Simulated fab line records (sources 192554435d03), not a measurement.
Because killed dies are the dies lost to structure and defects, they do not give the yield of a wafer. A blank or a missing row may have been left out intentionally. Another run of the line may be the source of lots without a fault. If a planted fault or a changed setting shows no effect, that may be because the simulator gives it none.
The tool behind it: which one?    flow n5-finfet    Sampling: 9 lots, 27 wafers, 5 of 1938 route steps

WHAT THE GAUGES SHOWED, per wafer
N5_BEOL_M4_RC_MEAS_101. Usual: DIBL_N 36.4 mV/V, standard deviation 1.4; DIBL_P 36.3 mV/V, standard deviation 1.8; IOFF_N 0.163 nA/um, standard deviation 0.024; IOFF_P 0.21 nA/um, standard deviation 0.034; ION_N 673 uA/um, standard deviation 11; ION_P 461 uA/um, standard deviation 7.4; SS_N 71.6 mV/dec, standard deviation 0.52; SS_P 73.3 mV/dec, standard deviation 0.58; VT_N 249.4 mV, standard deviation 2.5; VT_P -250 mV, standard deviation 3.5.
lot   measured      on         DIBL_N (mV/V)   DIBL_P (mV/V)   IOFF_N (nA/um)     IOFF_P (nA/um)  ION_N (uA/um)  ION_P (uA/um)  SS_N (mV/dec)   SS_P (mV/dec)   VT_N (mV)          VT_P (mV)       flag
L405  day 8 07:10   prober-01  37.2 37.2 37.5  38.0 37.4 38.2  0.170 0.169 0.181  0.25 0.24 0.24  663 668 666    456 462 459    71.9 71.2 71.9  73.8 73.4 73.8  245.9 249.0 246.9  -246 -248 -248  
L408  day 9 09:47   prober-01  37.5 39.0 37.6  38.4 39.6 38.6  0.198 0.209 0.190  0.24 0.26 0.24  678 679 682    458 460 469    72.5 72.6 71.7  74.3 74.2 73.8  247.3 246.0 248.4  -249 -252 -249  
L409  day 9 07:05   prober-01  37.5 35.5 38.3  36.9 34.4 37.3  0.177 0.136 0.186  0.25 0.20 0.27  684 668 677    470 464 467    72.3 71.2 71.6  73.5 72.7 73.2  250.3 249.4 249.5  -245 -249 -244  
L414  day 10 12:55  prober-01  34.6 36.2 35.7  33.8 35.3 34.9  0.134 0.156 0.144  0.18 0.19 0.19  676 675 675    462 458 463    71.2 71.5 71.9  71.9 74.2 73.3  249.4 248.3 249.2  -255 -251 -254  
L419  day 11 21:12  prober-02  37.7 35.0 35.7  35.9 33.7 33.7  0.174 0.124 0.138  0.21 0.17 0.17  663 661 653    451 455 448    72.5 71.4 71.8  73.4 73.3 72.7  252.2 254.1 252.6  -249 -250 -256  
L420  day 12 02:36  prober-01  36.4 34.9 35.2  37.2 35.6 36.2  0.175 0.147 0.153  0.22 0.19 0.19  676 683 682    461 465 468    71.5 70.5 70.8  73.4 72.6 72.1  248.3 248.1 249.0  -248 -251 -251  
L423  day 12 22:25  prober-01  39.8 38.6 38.2  39.1 37.8 37.4  0.201 0.186 0.171  0.26 0.25 0.23  667 684 666    458 467 463    71.8 71.5 71.7  74.0 73.6 73.3  250.8 249.1 248.9  -245 -245 -247  
L424  day 13 15:14  prober-02  35.1 36.0 35.1  34.8 35.2 35.0  0.137 0.146 0.142  0.19 0.20 0.20  665 666 662    460 455 456    70.9 71.1 70.9  73.0 72.9 72.6  250.8 251.1 248.0  -250 -250 -248  
L426  day 13 18:05  prober-01  37.4 40.3 36.6  35.5 38.7 33.9  0.158 0.217 0.146  0.23 0.30 0.22  674 691 656    466 465 458    71.0 72.4 71.6  73.2 73.9 72.1  249.3 245.3 254.2  -247 -242 -247  

EACH LOT AND THE TOOL THAT RAN IT (in order: tool; ch and the chambers of the sampled wafers; start)
lot   N5_BEOL_M0_SAQP_ETCH_106            N5_BEOL_M0_SAQP_STRIP_108           N5_BEOL_M0_SAQP_MANDREL2_REMOVE_110  N5_BEOL_M0_SAQP_COAT_69
L405  rie-diel-05 ch 0,1,3, day 5 22:49   rie-diel-05 ch 0,1,3, day 5 22:55   rie-si-01 ch 1,2, day 6 00:23        litho-track-03 ch 0, day 6 00:31
L408  rie-diel-05 ch 0,1,3, day 6 21:03   rie-diel-05 ch 0,1,3, day 6 21:09   rie-si-03 ch 0,2,3, day 6 22:05      litho-track-02 ch 0, day 6 22:14
L409  rie-diel-05 ch 0,1,3, day 7 02:15   rie-diel-05 ch 0,1,3, day 7 02:21   rie-si-03 ch 0,2, day 7 03:11        litho-track-02 ch 0, day 7 03:20
L414  rie-diel-05 ch 1,2,3, day 8 12:02   rie-diel-05 ch 1,2,3, day 8 12:08   rie-si-04 ch 2,3, day 8 12:58        litho-track-02 ch 0, day 8 13:07
L419  rie-diel-02 ch 1,2, day 9 13:14     rie-diel-02 ch 1,2, day 9 13:20     rie-si-03 ch 0,1, day 9 14:19        litho-track-02 ch 0, day 9 14:28
L420  rie-diel-05 ch 0,2,3, day 9 17:41   rie-diel-05 ch 0,2,3, day 9 17:47   rie-si-01 ch 1,2,3, day 9 18:38      litho-track-02 ch 0, day 9 18:47
L423  rie-diel-05 ch 2,3, day 10 11:40    rie-diel-05 ch 2,3, day 10 11:46    rie-si-04 ch 0,1,3, day 10 12:37     litho-track-05 ch 0, day 10 12:46
L424  rie-diel-01 ch 0,3, day 10 22:58    rie-diel-01 ch 0,3, day 10 23:04    rie-si-01 ch 0,1, day 10 23:54       litho-track-05 ch 0, day 11 00:02
L426  rie-diel-05 ch 0,1,3, day 11 12:32  rie-diel-05 ch 0,1,3, day 11 12:38  rie-si-03 ch 1,3, day 11 14:00       litho-track-05 ch 0, day 11 14:08
- N5_BEOL_M0_SAQP_ETCH_106: etches SOC in N2/H2, stops on SiNx, target depth 150 nm.
- N5_BEOL_M0_SAQP_STRIP_108: strips in N2/H2.
- N5_BEOL_M0_SAQP_MANDREL2_REMOVE_110: chemistry HBr/Cl2/O2, target a-Si, stops on SiCN, bt time 10 s.
- N5_BEOL_M0_SAQP_COAT_69: time 60 s, resist thk 90 nm.

AS READ BY THE TOOLS THEMSELVES (means over the sampled wafers that have a number; for cases with no such wafer, the mark the record gives instead)
N5_BEOL_M0_SAQP_ETCH_106. Usual: drypump-motor-current-A 5.91 A, standard deviation 0.3; oes-product-au 0.79 a.u., standard deviation 0.093; rf-vpp-V 241.2 V, standard deviation 0.97; showerhead-plenum-p-Torr 2.58 Torr, standard deviation 0.047; throttle-valve-pct 17.79 %, standard deviation 0.26.
lot   tool         drypump-motor-current-A (A)  oes-product-au (a.u.)  rf-vpp-V (V)  showerhead-plenum-p-Torr (Torr)  throttle-valve-pct (%)  flag
L405  rie-diel-05  5.99                         0.84                   241.7         2.61                             17.69                   
L408  rie-diel-05  6.02                         0.83                   240.9         2.60                             17.70                   
L409  rie-diel-05  6.02                         0.83                   242.0         2.60                             17.71                   
L414  rie-diel-05  5.79                         0.80                   241.8         2.60                             17.66                   
L419  rie-diel-02  6.34                         0.85                   242.1         2.57                             17.86                   
L420  rie-diel-05  5.88                         0.78                   241.5         2.60                             17.85                   
L423  rie-diel-05  5.85                         0.73                   241.5         2.61                             17.85                   
L424  rie-diel-01  6.15                         0.89                   241.4         2.55                             17.57                   
L426  rie-diel-05  5.99                         0.79                   240.8         2.59                             17.74                   

N5_BEOL_M0_SAQP_STRIP_108. Usual: drypump-motor-current-A 5.92 A, standard deviation 0.3; oes-product-au 0.79 a.u., standard deviation 0.096; rf-vpp-V 122.1 V, standard deviation 0.8; showerhead-plenum-p-Torr 3.40 Torr, standard deviation 0.06; throttle-valve-pct 18.9 %, standard deviation 0.34.
lot   tool         drypump-motor-current-A (A)  oes-product-au (a.u.)  rf-vpp-V (V)  showerhead-plenum-p-Torr (Torr)  throttle-valve-pct (%)  flag
L405  rie-diel-05  5.99                         0.85                   121.6         3.44                             18.8                    
L408  rie-diel-05  6.01                         0.83                   122.8         3.43                             18.8                    
L409  rie-diel-05  6.00                         0.84                   122.1         3.43                             18.8                    
L414  rie-diel-05  5.80                         0.80                   121.9         3.43                             18.7                    
L419  rie-diel-02  6.33                         0.88                   123.1         3.39                             18.9                    
L420  rie-diel-05  5.88                         0.79                   123.0         3.43                             18.9                    
L423  rie-diel-05  5.85                         0.73                   121.9         3.44                             18.9                    
L424  rie-diel-01  6.18                         0.90                   122.0         3.37                             18.7                    
L426  rie-diel-05  6.00                         0.80                   121.9         3.42                             18.8                    

N5_BEOL_M0_SAQP_MANDREL2_REMOVE_110. Usual: drypump-motor-current-A 5.7 A, standard deviation 0.48; mfc-cl2-sccm 79.99 sccm, standard deviation 0.25; oes-product-au 1.005 a.u., standard deviation 0.014; throttle-valve-pct 36.71 %, standard deviation 0.3.
lot   tool       drypump-motor-current-A (A)  mfc-cl2-sccm (sccm)  oes-product-au (a.u.)  throttle-valve-pct (%)  flag
L405  rie-si-01  5.8                          79.98                1.007                  37.13                   
L408  rie-si-03  5.7                          79.84                0.999                  36.61                   
L409  rie-si-03  5.3                          80.04                1.000                  36.48                   
L414  rie-si-04  5.4                          79.97                0.991                  36.81                   
L419  rie-si-03  5.6                          80.13                1.007                  36.32                   
L420  rie-si-01  5.6                          79.97                1.027                  36.84                   
L423  rie-si-04  6.1                          80.07                0.994                  36.70                   
L424  rie-si-01  6.0                          80.19                0.999                  36.87                   
L426  rie-si-03  5.8                          79.90                1.019                  36.60                   

N5_BEOL_M0_SAQP_COAT_69. Usual: spin-speed-rpm reads 1500.1 rpm (standard deviation 0.93).
lot   tool            spin-speed-rpm (rpm)  flag
L405  litho-track-03  1500.5                
L408  litho-track-02  1500.1                
L409  litho-track-02  1499.2                
L414  litho-track-02  1499.9                
L419  litho-track-02  1541.8                OFF
L420  litho-track-02  1543.7                OFF
L423  litho-track-05  1499.8                
L424  litho-track-05  1499.7                
L426  litho-track-05  1499.7                

THE ANSWER, worked out from the rows above alone
Rule: take the mean of a lot's wafers that have a number; if it is more than 3 standard deviations from the usual mean, the lot is off. A lot without any number at a reading at which 4 lots or more have one is off too. The other lots that the step has rows for count as sound. First the gauges in route order, then the tools' own readings, where a lot's mean is used as printed above. At the first step where some lot is off, the reading lying furthest off is the one used; lots without a number count as furthest.
Off: L419, L420, at N5_BEOL_M0_SAQP_COAT_69 (spin-speed-rpm).
If a tool, at that step or one of the process steps before it, ran each lot that is off and ran no sound lot following the first of them, it fits. One fits: N5_BEOL_M0_SAQP_COAT_69 on litho-track-02. A fault onset in the window from L414 (day 8 13:07, its last sound lot) to L419 (day 9 14:28, its first lot off) fits.
On the lots that are off, the tool's own readings at N5_BEOL_M0_SAQP_COAT_69 differ by more than 5 times the standard deviation of the sound lots' means, which bears it out; spin-speed-rpm reads 1542.8 rpm there versus 1499.8 rpm on the sound lots.

WHAT THE SIMULATOR PUT IN
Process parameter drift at N5_BEOL_M0_SAQP_COAT_69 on litho-track-02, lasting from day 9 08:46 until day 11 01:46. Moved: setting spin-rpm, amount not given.
Struck lots among those shown: L419, L420. The rule given above showed the same thing.
